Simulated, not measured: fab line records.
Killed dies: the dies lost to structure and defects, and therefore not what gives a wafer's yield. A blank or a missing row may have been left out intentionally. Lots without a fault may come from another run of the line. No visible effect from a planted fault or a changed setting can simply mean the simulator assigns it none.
Chamber matching / flow n5Finfet / 4 sister chambers for N5_ZERO_LAYER_ETCH_17 on rieDiel-05
The step etches SiO2 in CF4, target depth 12 nm, time 13.3 s. 24 wafers are shown with their chamber, then 12 later ones without.

## EACH WAFER AND ITS CHAMBER
wafer=L076.1; chamber=1; showerheadPlenumPTorr (Torr)=2.06; throttleValvePct (%)=15.39; drypumpMotorCurrentA (A)=6.1
wafer=L076.4; chamber=2; showerheadPlenumPTorr (Torr)=2.20; throttleValvePct (%)=15.77; drypumpMotorCurrentA (A)=5.6
wafer=L076.6; chamber=3; showerheadPlenumPTorr (Torr)=2.25; throttleValvePct (%)=15.80; drypumpMotorCurrentA (A)=5.8
wafer=L078.1; chamber=1; showerheadPlenumPTorr (Torr)=2.06; throttleValvePct (%)=15.41; drypumpMotorCurrentA (A)=6.1
wafer=L078.2; chamber=0; showerheadPlenumPTorr (Torr)=2.08; throttleValvePct (%)=15.76; drypumpMotorCurrentA (A)=5.5
wafer=L078.5; chamber=3; showerheadPlenumPTorr (Torr)=2.24; throttleValvePct (%)=15.80; drypumpMotorCurrentA (A)=5.8
wafer=L081.1; chamber=1; showerheadPlenumPTorr (Torr)=2.06; throttleValvePct (%)=15.43; drypumpMotorCurrentA (A)=6.1
wafer=L081.5; chamber=0; showerheadPlenumPTorr (Torr)=2.08; throttleValvePct (%)=15.78; drypumpMotorCurrentA (A)=5.5
wafer=L081.6; chamber=3; showerheadPlenumPTorr (Torr)=2.24; throttleValvePct (%)=15.81; drypumpMotorCurrentA (A)=5.7
wafer=L082.2; chamber=3; showerheadPlenumPTorr (Torr)=2.24; throttleValvePct (%)=15.81; drypumpMotorCurrentA (A)=5.8
wafer=L082.3; chamber=2; showerheadPlenumPTorr (Torr)=2.20; throttleValvePct (%)=15.79; drypumpMotorCurrentA (A)=5.6
wafer=L082.6; chamber=2; showerheadPlenumPTorr (Torr)=2.20; throttleValvePct (%)=15.79; drypumpMotorCurrentA (A)=5.6
wafer=L084.1; chamber=0; showerheadPlenumPTorr (Torr)=2.07; throttleValvePct (%)=15.79; drypumpMotorCurrentA (A)=5.6
wafer=L084.3; chamber=3; showerheadPlenumPTorr (Torr)=2.24; throttleValvePct (%)=15.81; drypumpMotorCurrentA (A)=5.8
wafer=L084.4; chamber=2; showerheadPlenumPTorr (Torr)=2.20; throttleValvePct (%)=15.78; drypumpMotorCurrentA (A)=5.6
wafer=L086.1; chamber=2; showerheadPlenumPTorr (Torr)=2.20; throttleValvePct (%)=15.78; drypumpMotorCurrentA (A)=5.6
wafer=L086.3; chamber=1; showerheadPlenumPTorr (Torr)=2.06; throttleValvePct (%)=15.44; drypumpMotorCurrentA (A)=6.1
wafer=L086.5; chamber=2; showerheadPlenumPTorr (Torr)=2.19; throttleValvePct (%)=15.79; drypumpMotorCurrentA (A)=5.6
wafer=L087.1; chamber=2; showerheadPlenumPTorr (Torr)=2.19; throttleValvePct (%)=15.80; drypumpMotorCurrentA (A)=5.6
wafer=L087.4; chamber=1; showerheadPlenumPTorr (Torr)=2.05; throttleValvePct (%)=15.45; drypumpMotorCurrentA (A)=6.1
wafer=L087.5; chamber=0; showerheadPlenumPTorr (Torr)=2.07; throttleValvePct (%)=15.81; drypumpMotorCurrentA (A)=5.5
wafer=L088.1; chamber=1; showerheadPlenumPTorr (Torr)=2.05; throttleValvePct (%)=15.45; drypumpMotorCurrentA (A)=6.1
wafer=L088.3; chamber=2; showerheadPlenumPTorr (Torr)=2.19; throttleValvePct (%)=15.79; drypumpMotorCurrentA (A)=5.6
wafer=L088.4; chamber=3; showerheadPlenumPTorr (Torr)=2.24; throttleValvePct (%)=15.82; drypumpMotorCurrentA (A)=5.8

SIGNATURES (means of the wafers above)
reading=showerheadPlenumPTorr; chamber 0=2.0750; chamber 1=2.0567; chamber 2=2.1963; chamber 3=2.2417; scatter within a chamber=0.00502
reading=throttleValvePct; chamber 0=15.7850; chamber 1=15.4283; chamber 2=15.7862; chamber 3=15.8083; scatter within a chamber=0.0159
reading=drypumpMotorCurrentA; chamber 0=5.525; chamber 1=6.100; chamber 2=5.600; chamber 3=5.783; scatter within a chamber=0.0281
Rule: distance of a wafer from a chamber = root of the sum over the readings of ((wafer's reading minus chamber's mean) / reading's scatter) squared. If the next closest chamber is less than 2 further off than the closest, the wafer can't be placed; otherwise it belongs to the closest. The scatter: the root of (the sum of the squares of (reading less its chamber's mean) over the shown wafers, divided by (wafers less chambers)).

## WAFERS WITHOUT THEIR CHAMBER
wafer=L090.1; showerheadPlenumPTorr (Torr)=2.07; throttleValvePct (%)=15.83; drypumpMotorCurrentA (A)=5.5
wafer=L090.2; showerheadPlenumPTorr (Torr)=2.19; throttleValvePct (%)=15.81; drypumpMotorCurrentA (A)=5.7
wafer=L090.5; showerheadPlenumPTorr (Torr)=2.07; throttleValvePct (%)=15.81; drypumpMotorCurrentA (A)=5.5
wafer=L091.2; showerheadPlenumPTorr (Torr)=2.07; throttleValvePct (%)=15.82; drypumpMotorCurrentA (A)=5.5
wafer=L091.3; showerheadPlenumPTorr (Torr)=2.24; throttleValvePct (%)=15.84; drypumpMotorCurrentA (A)=5.8
wafer=L091.6; showerheadPlenumPTorr (Torr)=2.07; throttleValvePct (%)=15.81; drypumpMotorCurrentA (A)=5.5
wafer=L094.2; showerheadPlenumPTorr (Torr)=2.23; throttleValvePct (%)=15.85; drypumpMotorCurrentA (A)=5.8
wafer=L094.3; showerheadPlenumPTorr (Torr)=2.19; throttleValvePct (%)=15.81; drypumpMotorCurrentA (A)=5.6
wafer=L094.5; showerheadPlenumPTorr (Torr)=2.05; throttleValvePct (%)=15.47; drypumpMotorCurrentA (A)=6.1
wafer=L097.1; showerheadPlenumPTorr (Torr)=2.19; throttleValvePct (%)=15.85; drypumpMotorCurrentA (A)=5.6
wafer=L097.3; showerheadPlenumPTorr (Torr)=2.07; throttleValvePct (%)=15.86; drypumpMotorCurrentA (A)=5.5
wafer=L097.5; showerheadPlenumPTorr (Torr)=2.19; throttleValvePct (%)=15.83; drypumpMotorCurrentA (A)=5.6

## WHICH CHAMBER EACH ONE RAN IN
wafer=L090.1; from the rows above=0; in truth=0
wafer=L090.2; from the rows above=2; in truth=2
wafer=L090.5; from the rows above=0; in truth=0
wafer=L091.2; from the rows above=0; in truth=0
wafer=L091.3; from the rows above=3; in truth=3
wafer=L091.6; from the rows above=0; in truth=0
wafer=L094.2; from the rows above=3; in truth=3
wafer=L094.3; from the rows above=2; in truth=2
wafer=L094.5; from the rows above=1; in truth=1
wafer=L097.1; from the rows above=2; in truth=2
wafer=L097.3; from the rows above=0; in truth=0
wafer=L097.5; from the rows above=2; in truth=2
Correctly placed: 12 of 12. Number that these rows cannot place: 0. Number placed wrongly: 0.
